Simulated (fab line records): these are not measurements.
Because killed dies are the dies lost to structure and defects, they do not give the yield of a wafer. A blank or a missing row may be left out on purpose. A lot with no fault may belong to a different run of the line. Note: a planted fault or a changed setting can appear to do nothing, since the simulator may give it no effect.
Which tool was responsible? :: flow n5 finfet :: at 1 step of a route of 1938, 14 lots with 41 wafers sampled

WHAT THE GAUGES SHOWED, per wafer
N5_MIM_TOP_LITHO_OVL_MEAS_11. Usual: MIM_TOP_OVL -4 nm, standard deviation 5.9.
lot: L635
measured: day 13 19:58
on: overlay-01
MIM_TOP_OVL (nm): -1 0 5
flag: 

lot: L637
measured: day 14 18:18
on: overlay-02
MIM_TOP_OVL (nm): -9 -5 -7
flag: 

lot: L636
measured: day 15 05:45
on: overlay-02
MIM_TOP_OVL (nm): -5 -5 -2
flag: 

lot: L634
measured: day 15 09:56
on: overlay-02
MIM_TOP_OVL (nm): 2 -15 1
flag: 

lot: L640
measured: day 15 14:04
on: overlay-01
MIM_TOP_OVL (nm): -5 -10 -16
flag: 

lot: L645
measured: day 16 12:07
on: overlay-01
MIM_TOP_OVL (nm): -3 -2 -6
flag: 

lot: L643
measured: day 16 18:30
on: overlay-01
MIM_TOP_OVL (nm): 5 -3
flag: 

lot: L646
measured: day 16 19:41
on: overlay-02
MIM_TOP_OVL (nm): 5 -15 -1
flag: 

lot: L647
measured: day 17 15:18
on: overlay-01
MIM_TOP_OVL (nm): 0 -1 1
flag: 

lot: L648
measured: day 17 16:05
on: overlay-02
MIM_TOP_OVL (nm): 0 -4 0
flag: 

lot: L649
measured: day 18 04:35
on: overlay-01
MIM_TOP_OVL (nm): 0 7 10
flag: 

lot: L652
measured: day 18 12:27
on: overlay-01
MIM_TOP_OVL (nm): -9 -8 1
flag: 

lot: L654
measured: day 19 18:29
on: overlay-02
MIM_TOP_OVL (nm): -9 -5 -9
flag: 

lot: L655
measured: day 19 18:51
on: overlay-01
MIM_TOP_OVL (nm): -10 -6 -8
flag: 

EACH LOT AND THE TOOL THAT RAN IT (in order: tool; ch and the chambers of the sampled wafers; start)
Record: no process step prior to these readings.

AS READ BY THE TOOLS THEMSELVES (means over the sampled wafers that have a number; for cases with no such wafer, the mark the record gives instead)
The record holds no such reading with a usual standard deviation.

THE ANSWER, worked out from the rows above alone
Rule: a lot is off if the mean of its wafers that have a number lies more than 3 standard deviations from the usual mean. Also off: a lot with no number at a reading for which 4 or more lots have one. The other lots that the step has rows for count as sound. Order of review: gauges by route order, followed by the tools' own readings, for which a lot's mean as printed above is used. The first step at which some lot is off is used, and at that step the reading that is off furthest; a lot without a number counts as furthest.
Across all readings shown, no lot is off: no conclusion can be drawn from this.

WHAT HAD BEEN PUT IN BY THE SIMULATOR
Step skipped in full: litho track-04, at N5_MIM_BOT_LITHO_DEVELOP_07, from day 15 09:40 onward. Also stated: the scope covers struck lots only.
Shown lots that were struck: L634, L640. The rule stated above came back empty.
